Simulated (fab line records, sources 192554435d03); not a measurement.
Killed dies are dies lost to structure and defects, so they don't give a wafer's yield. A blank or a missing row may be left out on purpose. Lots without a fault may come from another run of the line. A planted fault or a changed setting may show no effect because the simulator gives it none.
Split-lot experiment | flow n5_finfet | 7 lots, 21 wafers read, on a route of 1938 steps

THE SPLIT
At N5_BEOL_M0_SAQP_PECVD_96 (deposits a-Si from SiH4/He, target thk 45 nm, time 45.2 s), the setting time_s was moved away from the recipe's 45.2 s on 7 of the 21 wafers read, by -6.7% to +13.7%. The other wafers ran this setting at the recipe's value.

FROM THE SPLIT TO THE READING: what the file shows between them, 8 steps
- N5_BEOL_M0_SAQP_COAT_08: resist thk 90 nm (also split here: spin_rpm)
- N5_BEOL_M0_SAQP_EBR_10
- N5_BEOL_M0_SAQP_SOFTBAKE_09: time 60 s
- N5_BEOL_M0_SAQP_EXPOSE_11: exposes mask M0 CORE, target cd 42 nm
- N5_BEOL_M0_SAQP_PEB_12: peb time 60 s
- N5_BEOL_M0_SAQP_DEVELOP_13: develop time 30 s
- N5_BEOL_M0_SAQP_ETCH_101: etches SiNx in CH3F/O2, target depth 29.9 nm, time 42.7 s
- N5_BEOL_M0_SAQP_ETCH_102: etches SiO2 in CF4, target depth 4 nm, time 4.4 s

THE READING
oes_product_au, in a.u., at N5_BEOL_M0_SAQP_MANDREL_ETCH_103 (etches a-Si in HBr/Cl2, stops on SiCN, target depth 45 nm, bt time 10 s, time 27 s). Fault-free wafers of this fab line usually give 0.680 a.u., standard deviation 0.0086 a.u..

wafer  | tool, chamber at the split | time_s as run, s | against the recipe | oes_product_au, a.u. | against lot-mates on the recipe
L074.1 | pecvd-02, 2                | 49.93            | +10.5%             | 0.721                | no lot-mate on the recipe
L074.3 | pecvd-02, 0                | 49.93            | +10.5%             | 0.724                | no lot-mate on the recipe
L074.4 | pecvd-02, 1                | 49.93            | +10.5%             | 0.735                | no lot-mate on the recipe
L076.1 | pecvd-03, 1                | 45.2             | recipe             | 0.691                | -
L076.2 | pecvd-03, 2                | 45.2             | recipe             | 0.674                | -
L076.5 | pecvd-03, 0                | 45.2             | recipe             | 0.682                | -
L077.1 | pecvd-02, 0                | 42.16            | -6.7%              | 0.667                | -0.011
L077.4 | pecvd-02, 0,1              | 45.2             | recipe             | 0.676                | -
L077.5 | pecvd-02, 0,1              | 45.2             | recipe             | 0.680                | -
L079.2 | pecvd-01, 0                | 45.2             | recipe             | 0.680                | -
L079.3 | pecvd-01, 2                | 45.2             | recipe             | 0.681                | -
L079.6 | pecvd-01, 1                | 45.2             | recipe             | 0.682                | -
L084.1 | pecvd-02, 2                | 45.2             | recipe             | 0.675                | -
L084.3 | pecvd-02, 0                | 51.38            | +13.7%             | 0.737                | +0.052
L084.4 | pecvd-02, 0                | 45.2             | recipe             | 0.694                | -
L090.1 | pecvd-01, 2                | 50.73            | +12.2%             | 0.735                | +0.062
L090.2 | pecvd-01, 0                | 50.73            | +12.2%             | 0.704                | +0.031
L090.6 | pecvd-01, 0                | 45.2             | recipe             | 0.673                | -
L091.1 | pecvd-01, 0,2              | 45.2             | recipe             | 0.670                | -
L091.3 | pecvd-01, 0,2              | 45.2             | recipe             | 0.679                | -
L091.6 | pecvd-01, 0                | 45.2             | recipe             | 0.689                | -
Where a row lists several chambers, the file gives one row for several wafers and doesn't say which wafer went through which chamber.

THE FIT
A straight line over all 21 wafers: oes_product_au changes by +0.00371 a.u. for each +1% of time_s; r = +0.92; the points scatter about the line by 0.0092 a.u..
The same after taking each lot's own level away (the mean of its wafers on the recipe; 18 wafers): +0.00356 a.u. for each +1%; r = +0.92; scatter 0.0085 a.u..
On that fit, the largest move of time_s shifts the reading by 0.049 a.u..
The lots' own levels span 0.6730 to 0.6845 a.u., that is 1.3 times the standard deviation above.
So the lot-to-lot level changes the slope little: the two slopes agree.
Check: with one of the wafers moved furthest among these (+13.7%) left out of the fit, the line predicts +0.0484 a.u. for it against its lot-mates. It came out at +0.0525 a.u. against them.

OTHER SPLITS ON THESE WAFERS
These wafers also went through other splits before the reading. Each is held against what the fit with the lots' levels taken away leaves over:
other split on the same wafers       | wafers away from the commonest value | r with oes_product_au (lot level and that fit taken away)
N5_MOL_CONTACT_COAG_COAT_76 spin_rpm | 7                                    | +0.10
N5_BEOL_M0_SAQP_COAT_08 spin_rpm     | 8                                    | -0.40

THE WHOLE CHAIN: every reading that the file lists as answering this split, in the file's order
step                             | what it does                                                                       | reading                                                                               | change (the file's fit)                   | r (the file's)
N5_BEOL_M0_SAQP_PECVD_96         | deposits a-Si from SiH4/He, target thk 45 nm, time 45.2 s                          | a-Si_of_BEOL_M0_SAQP_PECVD_96.thk_nm (the simulator's own value, which no gauge read) | +0.408 nm for each +1% of the setting     | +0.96
N5_BEOL_M0_SAQP_MANDREL_ETCH_103 | etches a-Si in HBr/Cl2, stops on SiCN, target depth 45 nm, bt time 10 s, time 27 s | oes_product_au                                                                        | +0.00357 a.u. for each +1% of the setting | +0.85
N5_BEOL_M0_SAQP_MANDREL_ETCH_103 | etches a-Si in HBr/Cl2, stops on SiCN, target depth 45 nm, bt time 10 s, time 27 s | etch.depth_nm (the simulator's own value, which no gauge read)                        | +0.413 nm for each +1% of the setting     | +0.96
N5_BEOL_M0_SAQP_SPACER2_ALD_26   | deposits SiO2, target thk 15 nm, pulse time 1 s, purge time 2 s                    | a-Si_of_BEOL_M0_SAQP_PECVD_96.thk_nm (the simulator's own value, which no gauge read) | +0.416 nm for each +1% of the setting     | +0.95

THE FILE'S OWN FIT
oes_product_au changes by +0.00357 a.u. for each +1% of time_s, r = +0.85.
